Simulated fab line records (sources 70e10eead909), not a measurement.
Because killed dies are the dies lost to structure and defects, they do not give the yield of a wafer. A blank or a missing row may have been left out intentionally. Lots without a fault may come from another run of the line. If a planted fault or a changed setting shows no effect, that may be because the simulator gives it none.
The same fault as seen by 2 desks | flow nandHarc | numbers are kept per desk, each desk with only its own; the story behind them comes last

## THE TOOL OWNER'S DESK: pecvd-03
The tool's own readings at NHARC_A_ONON_D1_DEP_33 (deposits SiO2, target thk 200 nm): means of the sampled wafers that have a number, for each lot that ran on this tool. Any lot whose mean is over 4 standard deviations away from the usual mean is out of limits and marked OUT; that distance is given in the brackets.
Columns: A = heaterPowerOuterW at NHARC_A_ONON_D1_DEP_33, usual 328 W; B = heaterPowerW at NHARC_A_ONON_D1_DEP_33, usual 570 W; C = mfcPrecursorSccm at NHARC_A_ONON_D1_DEP_33, usual 161.4 sccm; D = throttleValvePct at NHARC_A_ONON_D1_DEP_33, usual 15.9 %
lot  | first seen here | A   | B   | C               | D
L666 | day 10 14:06    | 306 | 522 | 161.6           | 15.7
L668 | day 10 22:25    | 320 | 550 | 168.4 (+14) OUT | 15.6
L669 | day 11 18:23    | 267 | 505 | 175.2 (+28) OUT | 16.0
L678 | day 15 08:32    | 376 | 625 | 161.0           | 15.8
L679 | day 15 15:54    | 330 | 558 | 161.5           | 15.8
L683 | day 17 06:53    | 238 | 477 | 161.5           | 16.0
This desk's finding: out of limits on L668, L669; first on L668, day 10 22:25 (mfcPrecursorSccm at NHARC_A_ONON_D1_DEP_33). Within limits: L666, L678, L679, L683.

## METROLOGY DESK
Lot by lot, what the gauges showed, no matter which tool ran the lot: averages of those sampled wafers that carry a number. Any lot whose mean is over 4 standard deviations away from the usual mean is out of limits and marked OUT; that distance is given in the brackets.
Columns: A = thkNm at NHARC_A_ONON_D1_THK_MEAS_34, usual 199.7 nm; B = cdNm at NHARC_A_CHANNEL_HOLE_D1_CD_MEAS_10, usual 100.1 nm
lot  | first seen here | A                | B
L663 | day 9 12:04     | 197.3            | 99.6
L664 | day 9 16:55     | 198.4            | 100.2
L666 | day 10 14:31    | 199.4            | 100.1
L668 | day 10 22:41    | 210.7 (+4.2) OUT | 99.6
L669 | day 11 18:45    | 215.6 (+6.1) OUT | 100.4
L676 | day 14 17:52    | 201.4            | 99.8
L678 | day 15 08:58    | 199.8            | 100.4
L679 | day 15 16:13    | 198.9            | 99.9
L681 | day 16 16:23    | 199.6            | 100.0
L683 | day 17 07:12    | 201.4            | 100.6
L684 | day 17 18:46    | 199.7            | 99.9
This desk's finding: out of limits on L668, L669; first on L668, day 10 22:41 (thkNm at NHARC_A_ONON_D1_THK_MEAS_34). Within limits: L663, L664, L666, L676, L678, L679, L681, L683, L684.

## BROUGHT TOGETHER
On L668, L669, at day 10 22:25, an alarm was possible from the tool owner's desk.
An alarm was possible from the metrology desk at day 10 22:41, on L668, L669.
All the named lots went through NHARC_A_ONON_D1_DEP_33 on pecvd-03.

## WHAT WAS PUT IN BY THE SIMULATOR
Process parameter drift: pecvd-03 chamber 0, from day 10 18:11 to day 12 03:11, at NHARC_A_ONON_D1_DEP_33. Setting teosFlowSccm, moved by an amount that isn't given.
Lots struck among those shown: L668, L669.
Counting hours from when the fault started, the first reading out of limits came at 4 for the tool owner's desk and at 4 for the metrology desk.
